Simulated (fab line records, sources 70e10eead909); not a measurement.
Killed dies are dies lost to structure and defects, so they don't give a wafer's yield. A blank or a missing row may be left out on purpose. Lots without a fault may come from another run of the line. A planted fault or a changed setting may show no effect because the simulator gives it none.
A struck lot beside a sound one | flow nand_harc | 15 steps out of a route of 1302
Sound: wafers L103.2, L103.3, L103.6. Struck: wafers L118.1, L118.2, L118.3. The cause comes at the end.
At each step with rows: each side's tool, then ch and its chambers, then its first start. Under that, the readings that differ: sound wafers | struck wafers | difference of the means | sigmas: that difference in standard deviations of wafers without a fault.
alike: readings whose means differ by less than 2 such deviations, and words and numbers that are the same on both sides. not compared: withheld readings, readings that some wafer has no value for, bounds like >300 that may hide the same value, and numbers for which the record gives no deviation and whose values overlap.
The two part at a step that has a row with sigmas, a row that says differs or no value, or rows on one side only. Numbers that don't overlap but have no deviation are shown without sigmas and don't part them. A reading that every wafer of one side lacks parts them only if that side has two wafers or more.

first, 1 step without rows for these wafers: NHARC_A_ONON_D1_DEP_06 (target thk 1000 nm).
NHARC_A_ONON_D1_THK_MEAS_08: measures by ellipsometry.
  sound on film_metro-01, day 8 03:34; struck on film_metro-01, day 14 15:44
  alike: thk_nm
then, 1 step without rows for these wafers: NHARC_A_ONON_D1_DEP_09 (target thk 1000 nm).
NHARC_A_ONON_D1_THK_MEAS_11: measures by ellipsometry.
  sound on film_metro-01, day 8 04:08; struck on film_metro-01, day 14 16:20
  alike: thk_nm
then, 1 step without rows for these wafers: NHARC_A_ONON_D1_DEP_12 (target thk 1000 nm).
NHARC_A_ONON_D1_THK_MEAS_14: measures by ellipsometry.
  sound on film_metro-01, day 8 04:42; struck on film_metro-01, day 14 16:56
  alike: thk_nm
then, 2 steps without rows for these wafers: NHARC_A_ONON_D1_ANNEAL_15 (time 3600 s); NHARC_A_ONON_D1_DEP_16 (target thk 1000 nm).
NHARC_A_ONON_D1_THK_MEAS_18: measures by ellipsometry.
  sound on film_metro-02, day 8 12:16; struck on film_metro-02, day 15 00:41
  reading     | sound          | struck      | difference | sigmas
  thk_nm (nm) | 1012 1010 1010 | 975 974 973 | -37        | -3
then, 1 step without rows for these wafers: NHARC_A_ONON_D1_DEP_19 (target thk 1000 nm).
NHARC_A_ONON_D1_THK_MEAS_21: measures by ellipsometry.
  sound on film_metro-02, day 8 12:50; struck on film_metro-01, day 15 01:14
  alike: thk_nm
NHARC_A_ONON_D1_DEP_22: target thk 1000 nm.
  sound on pecvd_onon-03 ch 0, day 8 12:56; struck on pecvd_onon-03 ch 0, day 15 01:18
  alike: n2_flow_sccm, nh3_flow_sccm, sih4_flow_sccm
NHARC_A_ONON_D1_THK_MEAS_24: measures by ellipsometry.
  sound on film_metro-02, day 8 13:23; struck on film_metro-02, day 15 01:49
  reading     | sound          | struck         | difference | sigmas
  thk_nm (nm) | 1011 1011 1011 | 1549 1548 1547 | +537       | +49
then, 1 step without rows for these wafers: NHARC_A_ONON_D1_DEP_25 (target thk 1000 nm).
-- the record jumps here: 16 days lie between the struck wafers' starts before and after (it left off in module A_ONON_D1 and takes up again in module END, whose first step shown is number 1302 of the route) --
NHARC_END_SORT_01:
  the record has rows for the struck wafers here (prober-02 ch 0, day 31 12:04) and none for the sound ones

WHERE THEY PART
First at NHARC_A_ONON_D1_THK_MEAS_18; last, within this record, at NHARC_END_SORT_01.

WHY: what the simulator had put in
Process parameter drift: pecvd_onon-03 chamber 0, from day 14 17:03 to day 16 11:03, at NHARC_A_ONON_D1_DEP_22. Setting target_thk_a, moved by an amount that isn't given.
